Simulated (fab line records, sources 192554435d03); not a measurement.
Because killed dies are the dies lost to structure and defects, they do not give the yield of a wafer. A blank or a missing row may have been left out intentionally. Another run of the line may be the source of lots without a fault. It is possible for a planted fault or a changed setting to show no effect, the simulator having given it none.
A lot that was struck, set against a sound lot    flow n5-finfet    23 steps out of a route of 1938
Sound: the wafers L982.4, L982.5, L982.6. Wafers struck: L975.3, L975.4, L975.5. The cause is named last.
For every step that has rows: the tool of each side, followed by ch and its chambers, followed by its first start. Under that, the readings that differ: sound wafers    struck wafers    difference of the means    sigmas: that difference in standard deviations of wafers without a fault.
alike: a reading whose means differ by less than 2 such deviations, as well as words and numbers matching on both sides. not compared: withheld readings; readings where some wafer has no value; bounds like >300 that might hide an equal value; numbers whose values overlap and for which the record gives no deviation.
Wherever a step has rows on one side only, a row that says differs or no value, or a row with sigmas, the two part there. Numbers that don't overlap but have no deviation are shown without sigmas and don't part them. Lack of a reading on every wafer of one side parts them only where that side has two or more wafers.

N5_BEOL_M0_DEGAS_112: time 60 s.
  sound on pvd-sputter-02 at day 10 07:55; struck on pvd-sputter-02 at day 8 17:58
  alike: heater-power-w
then, 4 steps without rows for these wafers: N5_BEOL_M0_PRE_CLEAN_113 (time 30 s); N5_BEOL_M0_ALD_136 (deposits TaN, pulse time 2 s, purge time 3 s, co reactant purge time 2 s); N5_BEOL_M0_SURFACE_TREAT_137; N5_BEOL_M0_CVD_115 (deposits Co from CCTBA/H2, time 120 s).
N5_BEOL_M0_SPUTTER_116: material Cu, target thk 4 nm, time 7.37 s.
  sound on pvd-sputter-02 at day 10 08:34; struck on pvd-sputter-03 at day 8 18:32
  alike: chamber-pressure-pa, throttle-valve-pct
then, 1 step without rows for these wafers: N5_BEOL_M0_ANNEAL_117 (time 60 s).
N5_BEOL_M0_SPUTTER_132: material Cu, target thk 4 nm, time 7.37 s.
  sound on pvd-sputter-02 at day 10 08:41; struck on pvd-sputter-03 at day 8 18:39
reading                   sound                    struck                   difference  sigmas
chamber-pressure-pa (Pa)  0.07013 0.07012 0.07032  0.06982 0.06984 0.06988  -0.00034    -2
  alike: throttle-valve-pct
then, 4 steps without rows for these wafers: N5_BEOL_M0_ANNEAL_133 (time 60 s); N5_BEOL_M0_SPUTTER_134 (material Cu, target thk 4 nm, time 7.37 s); N5_BEOL_M0_ANNEAL_135 (time 60 s); N5_BEOL_M0_SPUTTER_141 (material Cu, target thk 4 nm, time 7.37 s).
N5_BEOL_M0_ECD_118: material Cu, target thk 300 nm.
  sound on ecd-cu-01 ch 0,1, day 10 09:03; struck on ecd-cu-01 ch 0,1, day 8 19:02
then, 1 step without rows for these wafers: N5_BEOL_M0_ANNEAL_119 (time 90 s).
N5_BEOL_M0_CMP_120: polishes, stops on SiOC, t overpolish 6.9 s.
  sound on cmp-03 ch 1,2, day 10 09:33; struck on cmp-04 ch 1,2, day 8 19:23
reading                 sound     struck  difference  sigmas
time-to-endpoint-s (s)  58 62 57  4 2 5   -55         -13
  alike: clearing-platen-rpm, motor-current-A
N5_BEOL_M0_PRE_CLEAN_131: time 15 s.
  sound on cvd-co-02 ch 0,1,2, day 10 09:52; struck on cvd-co-01 ch 1,2, day 8 19:43
  alike: heater-power-w
then, 2 steps without rows for these wafers: N5_BEOL_M0_CO_CAP_123 (material Co, precursor CCTBA/H2, target thk 2 nm, time 102.1 s); N5_BEOL_M0_PRE_CLEAN_124 (time 15 s).
N5_BEOL_M0_DEP_125: deposits SiCN from 3MS/NH3, target thk 8 nm, time 14 s.
  sound on pecvd-04 ch 0,1,2, day 10 10:01; struck on pecvd-04 ch 0,2, day 8 19:53
  alike: showerhead-plenum-p-Torr, throttle-valve-pct
N5_BEOL_M0_RS_MEAS_126: measures by four-point-probe.
  sound on film-metro-01 at day 10 10:04; struck on film-metro-02 at day 8 19:57
reading         sound              struck                difference  sigmas
M0_RS (ohm/sq)  0.523 0.510 0.523  89.995 91.063 94.610  +91.371     +99 or more
N5_BEOL_M0_INSPECT_127: inspects for defects (darkfield).
  sound on defect-inspect-01 at day 10 10:05; struck on defect-inspect-02 at day 8 19:58
  alike: raw-defect-count
N5_BEOL_M4_RC_MEAS_101:
  the record has rows for the sound wafers here (prober-01 ch 0, day 12 10:08) and none for the struck ones
-- here the record skips 6 days between the struck wafers' starts before and after, leaving off in module BEOL_M4 and picking up in module PASSIVATION (first step shown: number 1936 of the route) --
N5_PASSIVATION_PROBE_49:
  rows exist in the record for the struck wafers here (prober-01, day 14 15:50), but not for the sound ones

WHERE THEY PART
First at N5_BEOL_M0_SPUTTER_132; last, within this record, at N5_PASSIVATION_PROBE_49.

WHY: what had been put in by the simulator
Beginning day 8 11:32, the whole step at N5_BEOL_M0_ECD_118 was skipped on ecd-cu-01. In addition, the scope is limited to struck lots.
